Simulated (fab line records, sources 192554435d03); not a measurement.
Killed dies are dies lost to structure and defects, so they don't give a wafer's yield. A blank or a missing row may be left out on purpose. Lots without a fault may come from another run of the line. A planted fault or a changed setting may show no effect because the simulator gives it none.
Chamber matching | flow n5_finfet | N5_BEOL_M6_CURE_75 on uv_cure-02: 3 sister chambers
The step cures SiCOH lowk, time 120 s. 24 wafers are shown with their chamber, then 12 later ones without.

WAFERS WITH THEIR CHAMBER
wafer  | chamber | wafer_temp_C_max | lamp_power_pct (%)
L079.1 | 0       | 372.5            | 52.32
L079.4 | 0       | 373.0            | 52.28
L079.5 | 0       | 372.2            | 52.28
L080.2 | 0       | 372.7            | 52.31
L080.3 | 0       | 372.2            | 52.38
L080.6 | 0       | 372.0            | 52.34
L083.1 | 0       | 371.9            | 52.30
L083.2 | 0       | 372.8            | 52.42
L083.6 | 0       | 372.6            | 52.38
L084.2 | 2       | 371.3            | 52.29
L084.3 | 2       | 371.5            | 52.24
L084.6 | 2       | 371.2            | 52.32
L085.1 | 1       | 371.5            | 52.27
L085.2 | 1       | 371.3            | 52.34
L085.3 | 1       | 371.9            | 52.24
L086.3 | 2       | 371.4            | 52.36
L086.5 | 2       | 371.6            | 52.32
L086.6 | 2       | 372.2            | 52.41
L090.3 | 0       | 371.8            | 52.32
L090.4 | 0       | 372.6            | 52.40
L090.5 | 0       | 372.0            | 52.29
L089.1 | 0       | 372.2            | 52.21
L089.2 | 0       | 372.3            | 52.26
L089.6 | 0       | 371.4            | 52.44

SIGNATURES (means of the wafers above)
reading          | chamber 0 | chamber 1 | chamber 2 | scatter within a chamber
wafer_temp_C_max | 372.280   | 371.567   | 371.533   | 0.4
lamp_power_pct   | 52.3287   | 52.2833   | 52.3233   | 0.0616
Rule: a wafer's distance from a chamber is the root of the sum, over the readings, of the square of ((its reading less the chamber's mean) divided by the reading's scatter). The wafer belongs to the nearest chamber; if the next one is less than 2 further off, it can't be placed. The scatter: the root of (the sum of the squares of (reading less its chamber's mean) over the shown wafers, divided by (wafers less chambers)).

WAFERS WITHOUT THEIR CHAMBER
wafer  | wafer_temp_C_max | lamp_power_pct (%)
L092.1 | 371.7            | 52.25
L092.2 | 371.9            | 52.34
L092.5 | 372.3            | 52.38
L093.1 | 371.4            | 52.34
L093.2 | 371.6            | 52.24
L093.5 | 371.1            | 52.20
L094.1 | 371.0            | 52.27
L094.2 | 371.4            | 52.42
L094.4 | 371.3            | 52.24
L097.1 | 371.3            | 52.26
L097.4 | 371.5            | 52.37
L097.6 | 371.4            | 52.30

WHICH CHAMBER EACH WENT THROUGH
wafer  | from the rows above          | in truth
L092.1 | can't be placed: 1 or 2 or 0 | 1
L092.2 | can't be placed: 2 or 0 or 1 | 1
L092.5 | can't be placed: 0 or 2 or 1 | 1
L093.1 | can't be placed: 2 or 1 or 0 | 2
L093.2 | can't be placed: 1 or 2 or 0 | 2
L093.5 | can't be placed: 1 or 2 or 0 | 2
L094.1 | can't be placed: 1 or 2 or 0 | 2
L094.2 | can't be placed: 2 or 1 or 0 | 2
L094.4 | can't be placed: 1 or 2 or 0 | 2
L097.1 | can't be placed: 1 or 2 or 0 | 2
L097.4 | can't be placed: 2 or 1 or 0 | 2
L097.6 | can't be placed: 1 or 2 or 0 | 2
Placed correctly: 0 of 12. Can't be placed from these rows: 12 (the true chamber is among the candidates in 12). Placed wrongly: 0.
